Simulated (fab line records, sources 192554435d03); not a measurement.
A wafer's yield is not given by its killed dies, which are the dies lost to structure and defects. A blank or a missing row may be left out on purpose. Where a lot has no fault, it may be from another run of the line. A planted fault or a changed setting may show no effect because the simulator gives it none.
Struck lot and sound lot, side by side | flow n5 finfet | 18 steps out of a route of 1938
Sound: these wafers, L896.2, L896.4, L896.6. Wafers L890.1, L890.4, L890.6 were the ones struck. At the end, the cause is stated.
At each step with rows: each side's tool, then ch and its chambers, then its first start. Under that, the readings that differ: sound wafers | struck wafers | difference of the means | sigmas: that difference in standard deviations of wafers without a fault.
alike: same words and numbers on both sides, and readings whose means sit less than 2 such deviations apart. not compared: any withheld reading, any reading some wafer has no value for, any bound like >300 that may hide the same value, and any number with overlapping values for which the record gives no deviation.
The two part at a step that has a row with sigmas, a row that says differs or no value, or rows on one side only. When numbers do not overlap yet have no deviation, they are printed without sigmas and do not part them. Lack of a reading on every wafer of one side parts them only where that side has two or more wafers.

first, 10 steps without rows for these wafers: N5_BEOL_M6_DESCUM_16 (chemistry O2, time 7.9 s); N5_BEOL_M6_ETCH_61 (etches SiARC in CF4, target depth 45.5 nm, time 75.8 s); N5_BEOL_M6_ETCH_62 (etches SOC in N2/H2, target depth 110 nm, overetch 22 nm, time 165 s); N5_BEOL_M6_STRIP_68 (strips in N2/H2); N5_BEOL_M6_STRIP_67 (strips in CF4); N5_BEOL_M6_HM_OPEN_17 (chemistry Cl2/BCl3, target TiN, target depth 20 nm, overetch 6 nm); N5_BEOL_M6_STRIP_19 (strips in O2); N5_BEOL_M6_COAT_63 (time 60 s, resist thk 60 nm); N5_BEOL_M6_COAT_64 (time 60 s, resist thk 12 nm); N5_BEOL_M6_COAT_71 (time 60 s, resist thk 5 nm).
N5_BEOL_M6_COAT_22: resist thk 30 nm.
  sound on litho track-05 ch 0, day 13 01:07; struck on litho track-01 ch 0, day 11 21:36
  reading                                      | sound                | struck               | difference | sigmas
  spin speed rpm (rpm)                         | 1499.3 1500.0 1500.4 | 1432.3 1430.9 1431.8 | -68.2      | -79
  model.CAR-EUV_of_BEOL_M6_COAT_22.thk nm (nm) | 30.2 30 30           | 30.8 30.8 30.8       | +0.7       |
then, 5 steps without rows for these wafers: N5_BEOL_M6_EBR_24; N5_BEOL_M6_SOFTBAKE_23 (time 60 s); N5_BEOL_M6_EXPOSE_25 (exposes mask V5, target cd 40 nm); N5_BEOL_M6_PEB_26 (peb time 60 s); N5_BEOL_M6_DEVELOP_27 (develop time 30 s).
N5_BEOL_M6_DESCUM_33: chemistry O2, time 7 s.
  sound on rie diel-05 ch 2,3, day 13 01:34; struck on rie diel-05 ch 1,3, day 11 21:59
  reading                                      | sound        | struck         | difference | sigmas
  model.CAR-EUV_of_BEOL_M6_COAT_22.thk nm (nm) | 26.2 26 26.2 | 26.8 26.8 26.8 | +0.7       |
  alike: drypump motor current A, oes product au, rf vpp V, showerhead plenum p Torr, throttle valve pct
  not compared: rf hours counter h
then, 1 step without rows for these wafers: N5_BEOL_M6_ETCH_72 (etches underlayer in N2/H2, target depth 6.5 nm, time 5.2 s).

== WHERE THEY PART ==
Within this record, at N5_BEOL_M6_COAT_22 only. Later steps at which nothing parts them and some readings are alike: N5_BEOL_M6_DESCUM_33.

WHY: whatever the simulator had introduced
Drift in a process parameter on litho track-01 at N5_BEOL_M6_COAT_22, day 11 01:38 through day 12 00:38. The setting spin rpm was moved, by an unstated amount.
